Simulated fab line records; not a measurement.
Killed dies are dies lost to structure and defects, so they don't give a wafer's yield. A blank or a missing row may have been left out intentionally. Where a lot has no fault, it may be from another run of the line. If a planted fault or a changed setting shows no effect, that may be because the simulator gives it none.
Problem report in the 8D (eight disciplines) form, filled by code -- flow n5Finfet -- the parts of the form that need people (team, actions taken, sign-off) are left out

## 1. THE PROBLEM
Mean of rfFwdPowerW at N5_BEOL_M7_ETCH_62: 1038.5 W across 6 wafers in 2 lots; on wafers with no fault it is 837.1 W (standard deviation 2.7). That puts it +75 standard deviations away from the usual mean.
The step: etches SOC in N2/H2, target depth 110 nm, overetch 22 nm, time 165 s.
First observed at day 13 09:56: wafer L176.1, on rieDiel-05. The record has a number at this step for 18 wafers belonging to 6 lots. By rule, "out" or "out of limits" means more than 4 standard deviations away from the usual mean. The other wafers with a number count as sound.

## 2. WHAT IT IS, AND WHAT IT ISN'T
question,is,is not
which readings at this step,"rfFwdPowerW, rfVppV","drypumpMotorCurrentA, h2FlowSccm, oesProductAu, throttleValvePct"
which lots,"L176, L178","L161, L172, L181, L183"
which wafers of those lots,all that have a number,-
read on which tools,rieDiel-05,"rieDiel-02, rieDiel-06"
when,from day 13 09:56,"up to then (6 sound wafers); but 6 sound wafers of L181, L183 came after"

## 3. WHAT RULES OUT EACH SUSPECT
Counting: a tool at any process step up to the reading remains a suspect when it ran all the lots that are out and ran no sound lot after the first of those.
- rieDiel-05 at N5_BEOL_M7_DESCUM_16 (chemistry O2, time 7.9 s): kept. All lots that are out passed through it, beginning with L176 at day 13 09:51, and no sound lot followed; its final sound lot before that point was L172 at day 11 19:06.
- rieDiel-05 at N5_BEOL_M7_ETCH_61 (etches SiARC in CF4, target depth 45.5 nm, time 75.8 s): kept. All lots that are out passed through it, beginning with L176 at day 13 09:53, and no sound lot followed; its final sound lot before that point was L172 at day 11 19:08.
- rieDiel-05 at N5_BEOL_M7_ETCH_62 (etches SOC in N2/H2, target depth 110 nm, overetch 22 nm, time 165 s): kept. All lots that are out passed through it, beginning with L176 at day 13 09:56, and no sound lot followed; its final sound lot before that point was L172 at day 11 19:11. On those wafers its own readings are out: rfFwdPowerW, rfVppV.
After the count, these remain: rieDiel-05 at N5_BEOL_M7_DESCUM_16, rieDiel-05 at N5_BEOL_M7_ETCH_61 and rieDiel-05 at N5_BEOL_M7_ETCH_62.

## 4. THE CAUSE (what the simulator had put in)
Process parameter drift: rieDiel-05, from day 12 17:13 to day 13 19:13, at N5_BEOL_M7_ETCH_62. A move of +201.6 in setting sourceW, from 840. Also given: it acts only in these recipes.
Of the 3 suspects that counting leaves, this tool is one.

## 5. THE EFFECT CHAIN, in route order
One row per reading whose mean, taken over the struck wafers that have a number, lies over 3 standard deviations from the usual. Only readings whose record carries a usual standard deviation are examined. hours: median over the lots of the time between each lot's start at the first step of this table that gives one and its start at this step. sigmas: the change, counted in usual standard deviations.
hours,step,reading,usual,on struck wafers,change,sigmas
0,N5_BEOL_M7_ETCH_62,rfFwdPowerW,837.1 W,1038.5,+201.4,+75
0,N5_BEOL_M7_ETCH_62,rfVppV,524 V,486,-38,-12
Here are the process steps it includes:
- N5_BEOL_M7_ETCH_62: etches SOC in N2/H2, target depth 110 nm, overetch 22 nm, time 165 s.

## 6. HOW IT WOULD HAVE BEEN CAUGHT EARLIER
In this record the first reading out of limits was taken at day 13 09:56, 17 hours after the fault began at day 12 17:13.
